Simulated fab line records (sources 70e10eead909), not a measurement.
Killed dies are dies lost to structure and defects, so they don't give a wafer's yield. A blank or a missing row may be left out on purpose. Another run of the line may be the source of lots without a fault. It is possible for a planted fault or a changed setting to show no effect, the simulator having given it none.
Matching of chambers / flow nandHarc / NHARC_A_CHANNEL_HOLE_D1_DESCUM_15 on rieDiel-04: 4 sister chambers
The step chemistry O2, time 3 s. 8 wafers are shown with their chamber, then 7 later ones without.

== WAFERS PAIRED WITH THEIR CHAMBERS ==
wafer=L076.6; chamber=2; drypumpMotorCurrentA (A)=5.7; showerheadPlenumPTorr (Torr)=1.94
wafer=L083.2; chamber=0; drypumpMotorCurrentA (A)=5.2; showerheadPlenumPTorr (Torr)=1.82
wafer=L083.5; chamber=2; drypumpMotorCurrentA (A)=5.7; showerheadPlenumPTorr (Torr)=1.93
wafer=L083.6; chamber=1; drypumpMotorCurrentA (A)=5.4; showerheadPlenumPTorr (Torr)=2.07
wafer=L085.3; chamber=0; drypumpMotorCurrentA (A)=5.2; showerheadPlenumPTorr (Torr)=1.82
wafer=L085.6; chamber=3; drypumpMotorCurrentA (A)=6.2; showerheadPlenumPTorr (Torr)=1.91
wafer=L091.1; chamber=1; drypumpMotorCurrentA (A)=5.3; showerheadPlenumPTorr (Torr)=2.06
wafer=L091.2; chamber=3; drypumpMotorCurrentA (A)=6.2; showerheadPlenumPTorr (Torr)=1.91

== WAFERS MISSING THEIR CHAMBER ==
wafer=L091.3; drypumpMotorCurrentA (A)=5.7; showerheadPlenumPTorr (Torr)=1.93
wafer=L092.4; drypumpMotorCurrentA (A)=6.2; showerheadPlenumPTorr (Torr)=1.91
wafer=L092.5; drypumpMotorCurrentA (A)=5.2; showerheadPlenumPTorr (Torr)=1.81
wafer=L092.6; drypumpMotorCurrentA (A)=5.4; showerheadPlenumPTorr (Torr)=2.06
wafer=L094.1; drypumpMotorCurrentA (A)=5.7; showerheadPlenumPTorr (Torr)=1.92
wafer=L094.2; drypumpMotorCurrentA (A)=5.2; showerheadPlenumPTorr (Torr)=1.81
wafer=L094.3; drypumpMotorCurrentA (A)=6.2; showerheadPlenumPTorr (Torr)=1.90

== WHICH CHAMBER EACH ONE RAN IN ==
wafer=L091.3; from the rows above=2; in truth=2
wafer=L092.4; from the rows above=3; in truth=3
wafer=L092.5; from the rows above=0; in truth=0
wafer=L092.6; from the rows above=1; in truth=1
wafer=L094.1; from the rows above=2; in truth=2
wafer=L094.2; from the rows above=0; in truth=0
wafer=L094.3; from the rows above=3; in truth=3
7 of 7 placed correctly. Number that these rows cannot place: 0. 0 placed wrongly.
How it was worked out, from the rows above alone: a wafer's distance from a chamber is the root of the sum, over the readings, of the square of ((its reading less the chamber's mean) divided by the reading's scatter). If the next closest chamber is less than 2 further off than the closest, the wafer can't be placed; otherwise it belongs to the closest. A chamber's mean is the mean of its shown wafers. The scatter: the root of (the sum of the squares of (reading less its chamber's mean) over the shown wafers, divided by (wafers less chambers)).
